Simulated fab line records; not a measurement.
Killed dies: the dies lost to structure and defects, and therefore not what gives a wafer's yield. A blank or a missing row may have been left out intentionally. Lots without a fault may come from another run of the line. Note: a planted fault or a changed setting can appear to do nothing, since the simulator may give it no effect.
Chamber matching || flow nandHarc || 4 sister chambers for NHARC_P_BONDPAD_DESCUM_11 on rieDiel-09
The step chemistry O2, time 3 s. 14 wafers are shown with their chamber, then 7 later ones without.

## WAFERS, EACH WITH ITS CHAMBER
{"wafer": "L701.3", "chamber": 1, "showerheadPlenumPTorr (Torr)": 2.05, "oesProductAu (a.u.)": 0.990, "throttleValvePct (%)": 11.306}
{"wafer": "L701.4", "chamber": 2, "showerheadPlenumPTorr (Torr)": 1.80, "oesProductAu (a.u.)": 0.992, "throttleValvePct (%)": 11.307}
{"wafer": "L701.5", "chamber": 0, "showerheadPlenumPTorr (Torr)": 1.95, "oesProductAu (a.u.)": 0.995, "throttleValvePct (%)": 11.312}
{"wafer": "L702.2", "chamber": 3, "showerheadPlenumPTorr (Torr)": 1.82, "oesProductAu (a.u.)": 1.008, "throttleValvePct (%)": 11.316}
{"wafer": "L702.3", "chamber": 0, "showerheadPlenumPTorr (Torr)": 1.95, "oesProductAu (a.u.)": 1.003, "throttleValvePct (%)": 11.311}
{"wafer": "L702.4", "chamber": 2, "showerheadPlenumPTorr (Torr)": 1.80, "oesProductAu (a.u.)": 0.992, "throttleValvePct (%)": 11.306}
{"wafer": "L704.1", "chamber": 1, "showerheadPlenumPTorr (Torr)": 2.05, "oesProductAu (a.u.)": 0.993, "throttleValvePct (%)": 11.323}
{"wafer": "L704.4", "chamber": 2, "showerheadPlenumPTorr (Torr)": 1.80, "oesProductAu (a.u.)": 0.998, "throttleValvePct (%)": 11.310}
{"wafer": "L704.5", "chamber": 2, "showerheadPlenumPTorr (Torr)": 1.80, "oesProductAu (a.u.)": 1.002, "throttleValvePct (%)": 11.297}
{"wafer": "L706.3", "chamber": 1, "showerheadPlenumPTorr (Torr)": 2.05, "oesProductAu (a.u.)": 0.981, "throttleValvePct (%)": 11.315}
{"wafer": "L706.4", "chamber": 3, "showerheadPlenumPTorr (Torr)": 1.82, "oesProductAu (a.u.)": 1.006, "throttleValvePct (%)": 11.328}
{"wafer": "L706.6", "chamber": 2, "showerheadPlenumPTorr (Torr)": 1.79, "oesProductAu (a.u.)": 0.989, "throttleValvePct (%)": 11.303}
{"wafer": "L720.1", "chamber": 0, "showerheadPlenumPTorr (Torr)": 1.94, "oesProductAu (a.u.)": 0.997, "throttleValvePct (%)": 11.316}
{"wafer": "L720.4", "chamber": 1, "showerheadPlenumPTorr (Torr)": 2.05, "oesProductAu (a.u.)": 0.999, "throttleValvePct (%)": 11.311}

SIGNATURES, as means of the wafers listed above
{"reading": "showerheadPlenumPTorr", "chamber 0": 1.9467, "chamber 1": 2.0500, "chamber 2": 1.7980, "chamber 3": 1.8200, "scatter within a chamber": 0.00383}
{"reading": "oesProductAu", "chamber 0": 0.99833, "chamber 1": 0.99075, "chamber 2": 0.99460, "chamber 3": 1.00700, "scatter within a chamber": 0.00563}
{"reading": "throttleValvePct", "chamber 0": 11.31300, "chamber 1": 11.31375, "chamber 2": 11.30460, "chamber 3": 11.32200, "scatter within a chamber": 0.00581}
Rule: a wafer's distance from a chamber is the root of the sum, over the readings, of the square of ((its reading less the chamber's mean) divided by the reading's scatter). If the next closest chamber is less than 2 further off than the closest, the wafer can't be placed; otherwise it belongs to the closest. The scatter is the square root of a quotient: the sum, over the shown wafers, of each reading's squared deviation from its chamber's mean, divided by wafers minus chambers.

## WAFERS WHOSE CHAMBER IS MISSING
{"wafer": "L720.6", "showerheadPlenumPTorr (Torr)": 2.05, "oesProductAu (a.u.)": 0.999, "throttleValvePct (%)": 11.314}
{"wafer": "L719.1", "showerheadPlenumPTorr (Torr)": 2.05, "oesProductAu (a.u.)": 1.001, "throttleValvePct (%)": 11.311}
{"wafer": "L719.4", "showerheadPlenumPTorr (Torr)": 1.94, "oesProductAu (a.u.)": 0.995, "throttleValvePct (%)": 11.306}
{"wafer": "L719.6", "showerheadPlenumPTorr (Torr)": 2.05, "oesProductAu (a.u.)": 0.988, "throttleValvePct (%)": 11.297}
{"wafer": "L722.1", "showerheadPlenumPTorr (Torr)": 1.94, "oesProductAu (a.u.)": 0.996, "throttleValvePct (%)": 11.291}
{"wafer": "L722.4", "showerheadPlenumPTorr (Torr)": 1.79, "oesProductAu (a.u.)": 1.001, "throttleValvePct (%)": 11.297}
{"wafer": "L722.6", "showerheadPlenumPTorr (Torr)": 1.82, "oesProductAu (a.u.)": 1.014, "throttleValvePct (%)": 11.319}

## WHICH CHAMBER EACH WENT THROUGH
{"wafer": "L720.6", "from the rows above": 1, "in truth": 1}
{"wafer": "L719.1", "from the rows above": 1, "in truth": 1}
{"wafer": "L719.4", "from the rows above": 0, "in truth": 0}
{"wafer": "L719.6", "from the rows above": 1, "in truth": 1}
{"wafer": "L722.1", "from the rows above": 0, "in truth": 0}
{"wafer": "L722.4", "from the rows above": 2, "in truth": 2}
{"wafer": "L722.6", "from the rows above": 3, "in truth": 3}
Correctly placed: 7 of 7. Not placeable from these rows: 0. Placed wrongly: 0.
